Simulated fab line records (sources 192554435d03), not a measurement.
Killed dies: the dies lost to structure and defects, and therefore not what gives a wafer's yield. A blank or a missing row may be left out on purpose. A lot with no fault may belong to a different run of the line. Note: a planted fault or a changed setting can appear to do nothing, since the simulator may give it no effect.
Split-lot study | flow n5Finfet | 7 lots, 21 wafers read, on a route of 1938 steps

== SPLIT DETAILS ==
At N5_SDB_CUT_ETCH_26 (etches Si in HBr/Cl2/O2, target depth 129.6 nm, bt time 20 s, time 51.8 s), the setting icpW was moved away from the recipe's 800 W on 11 of the 21 wafers read, by -12.2% to +11.5%. For the rest of the wafers, this setting stayed at what the recipe calls for.

The reading comes from the split's own step.

== THE READING ==
SDB.featureDepthNm (the simulator's own value, which no gauge read), in nm, at N5_SDB_CUT_ETCH_26 (etches Si in HBr/Cl2/O2, target depth 129.6 nm, bt time 20 s, time 51.8 s). The file gives no usual value for it. Across the 10 wafers here that went through the recipe, the average is 130.3 nm and the standard deviation 1.1 nm.

wafer  | tool, chamber at the split | icpW as run, W | against the recipe | SDB.featureDepthNm, nm | against lot-mates on the recipe
L076.2 | rieSi-04, 1                | 800            | recipe             | 129                    | -
L076.4 | rieSi-04, 2                | 878            | +9.7%              | 134.2                  | +5.2
L076.5 | rieSi-04, 3                | 878            | +9.7%              | 136.8                  | +7.8
L082.1 | rieSi-03, 1                | 892            | +11.5%             | 139                    | +7.8
L082.2 | rieSi-03, 3                | 800            | recipe             | 131.2                  | -
L082.3 | rieSi-03, 2                | 892            | +11.5%             | 137.4                  | +6.2
L086.2 | rieSi-03, 3                | 800            | recipe             | 131                    | -
L086.5 | rieSi-03, 3                | 702.5          | -12.2%             | 122.6                  | -8.4
L086.6 | rieSi-03, 2                | 702.5          | -12.2%             | 123.4                  | -7.6
L087.2 | rieSi-01, 0                | 800            | recipe             | 129.8                  | -
L087.3 | rieSi-01, 2                | 800            | recipe             | 129.4                  | -
L087.6 | rieSi-01, 0                | 800            | recipe             | 129.8                  | -
L088.4 | rieSi-04, 1                | 800            | recipe             | 130.4                  | -
L088.5 | rieSi-04, 1                | 800            | recipe             | 130.6                  | -
L088.6 | rieSi-04, 2                | 800            | recipe             | 129.2                  | -
L089.1 | rieSi-03, 0                | 702.1          | -12.2%             | 125.4                  | no lot-mate on the recipe
L089.5 | rieSi-03, 0                | 702.1          | -12.2%             | 125                    | no lot-mate on the recipe
L089.6 | rieSi-03, 3                | 702.1          | -12.2%             | 123.2                  | no lot-mate on the recipe
L091.3 | rieSi-03, 1                | 800            | recipe             | 132.8                  | -
L091.4 | rieSi-03, 0                | 733.9          | -8.3%              | 127.6                  | -5.2
L091.5 | rieSi-03, 0                | 733.9          | -8.3%              | 127.6                  | -5.2

FIT RESULTS
A straight line over all 21 wafers: SDB.featureDepthNm changes by +0.547 nm for each +1% of icpW; r = +0.96; the points scatter about the line by 1.3 nm.
The same after taking each lot's own level away (the mean of its wafers on the recipe; 18 wafers): +0.64 nm for each +1%; r = +0.99; scatter 0.65 nm.
The reading moves by 7.8 nm for the largest change in icpW, on that fit.
Across the lots, their own levels run from 129.00 to 132.80 nm, a range of 3.5 times the standard deviation given above.
Hence the slope depends on the lot-to-lot level, as the two fits are not the same.
Check: with one of the wafers moved furthest among these (-12.2%) left out of the fit, the line predicts -7.66 nm for it against its lot-mates. Against them it came out at -8.4 nm.

== THE OTHER SPLITS THESE WAFERS WENT THROUGH ==
Other splits were also applied to these wafers ahead of the reading. Each is held against what the fit with the lots' levels taken away leaves over:
other split on the same wafers   | wafers away from the commonest value | r with SDB.featureDepthNm (lot level and that fit taken away)
N5_SD_EPI_N_EXPOSE_06 doseMj     | 11                                   | +0.35
N5_SD_EPI_N_ETCH_45 targetDepthA | 11                                   | -0.01
N5_SD_EPI_N_EPI_21 timeS         | 7                                    | +0.11

== THE WHOLE CHAIN: every reading that the file lists as answering this split, in the file's order ==
step               | what it does                                                              | reading                                                             | change (the file's fit)               | r (the file's)
N5_SDB_CUT_ETCH_26 | etches Si in HBr/Cl2/O2, target depth 129.6 nm, bt time 20 s, time 51.8 s | etch.depthNm (the simulator's own value, which no gauge read)       | +0.642 nm for each +1% of the setting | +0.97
N5_SDB_CUT_ETCH_26 | etches Si in HBr/Cl2/O2, target depth 129.6 nm, bt time 20 s, time 51.8 s | SDB.featureDepthNm (the simulator's own value, which no gauge read) | +0.64 nm for each +1% of the setting  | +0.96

== THE FILE'S OWN FIT ==
SDB.featureDepthNm changes by +0.64 nm for each +1% of icpW, r = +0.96.
